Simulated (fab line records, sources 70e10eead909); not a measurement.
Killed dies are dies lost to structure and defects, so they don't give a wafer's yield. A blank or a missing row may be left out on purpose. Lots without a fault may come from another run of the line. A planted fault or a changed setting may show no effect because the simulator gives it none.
Which tool did it? | flow nand_harc | 11 lots, 33 wafers sampled, at 1 step of a route of 1159

WHAT THE GAUGES READ, wafer by wafer
NHARC_A_CONTACT_INSPECT_10.
lot  | measured     | on                | raw_defect_count
L397 | day 17 04:11 | defect_inspect-02 | 16 24 17
L406 | day 19 01:30 | defect_inspect-01 | 24 21 31
L409 | day 19 17:11 | defect_inspect-01 | 34 41 27
L407 | day 19 20:01 | defect_inspect-01 | 17 21 16
L408 | day 20 02:21 | defect_inspect-01 | 27 32 42
L410 | day 20 06:01 | defect_inspect-01 | 42 54 52
L412 | day 20 10:26 | defect_inspect-01 | 49 46 44
L411 | day 20 11:40 | defect_inspect-01 | 30 43 33
L416 | day 21 09:53 | defect_inspect-02 | 53 47 68
L417 | day 22 03:01 | defect_inspect-02 | 29 20 16
L420 | day 22 21:22 | defect_inspect-01 | 23 21 24

WHICH TOOL RAN EACH LOT (tool, then ch and the chambers of the sampled wafers, then the start)
The record holds no process step before these readings.

WHAT THE TOOLS THEMSELVES READ (means of the sampled wafers that have a number; where no wafer has one, the mark that the record gives instead)
The record holds no such reading with a usual standard deviation.

THE ANSWER, worked out from the rows above alone
Rule: what is usual is taken from the lots themselves. Put in order of their means at a reading, lots are off if they are a third of the lots or fewer, leave a main group of 4 or more, and stand apart from it by a gap of 3 or more times the standard deviation of the main group's means; of several such gaps the widest counts. A main group whose means are all the same, to the digits that the tables above print for the reading, isn't used. A lot without any number at a reading at which 4 lots or more have one is off too. The other lots that the step has rows for count as sound. The gauges are gone through in route order, then the tools' own readings, and for those a lot's mean is taken as printed above. The first step at which some lot is off is used, and at that step the reading that is off furthest; a lot without a number counts as furthest.
No lot is off at any reading shown: from this, nothing can be told.

WHAT THE SIMULATOR HAD PUT IN
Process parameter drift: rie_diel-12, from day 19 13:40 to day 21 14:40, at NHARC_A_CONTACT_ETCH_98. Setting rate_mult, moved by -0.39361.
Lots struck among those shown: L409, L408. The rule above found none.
